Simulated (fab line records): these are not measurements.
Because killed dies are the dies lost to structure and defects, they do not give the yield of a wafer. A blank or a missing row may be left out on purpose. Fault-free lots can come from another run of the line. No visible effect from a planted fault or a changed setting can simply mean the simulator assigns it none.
Matching of chambers    flow n5-finfet    rie-si-06 running N5_FIN_SAQP_FIN_ETCH_36: 4 sister chambers
The step etches the open film in HBr/Cl2/O2, target depth 120 nm, time 50.4 s. 4 wafers are shown with their chamber, then 7 later ones without.

== WAFERS WITH THEIR CHAMBER ==
wafer   chamber  throttle-valve-pct (%)
L083.6  0        36.6
L085.5  2        35.7
L086.1  3        35.9
L086.2  1        36.5

== WAFERS WHOSE CHAMBER IS MISSING ==
wafer   throttle-valve-pct (%)
L086.4  36.7
L087.2  36.6
L087.4  35.7
L087.5  36.5
L093.3  36.5
L093.4  35.8
L093.6  36.5

== THE CHAMBER EACH PASSED THROUGH ==
wafer   from the rows above      in truth
L086.4  can't be placed: 0 or 1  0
L087.2  can't be placed: 0 or 1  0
L087.4  2                        2
L087.5  can't be placed: 1 or 0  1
L093.3  can't be placed: 1 or 0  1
L093.4  can't be placed: 2 or 3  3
L093.6  can't be placed: 1 or 0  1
1 of 7 placed correctly. Can't be placed from these rows: 6 (the true chamber is among the candidates in 6). Placed wrongly: 0.
How it was worked out, from the rows above alone: a wafer's distance from a chamber is the root of the sum, over the readings, of the square of ((its reading less the chamber's mean) divided by the reading's scatter). If the next closest chamber is less than 2 further off than the closest, the wafer can't be placed; otherwise it belongs to the closest. Each chamber's mean is taken over the wafers shown for it. The scatter: with one shown wafer a chamber, the root of the mean of the squares of how far each hidden wafer lies from its nearest shown one.
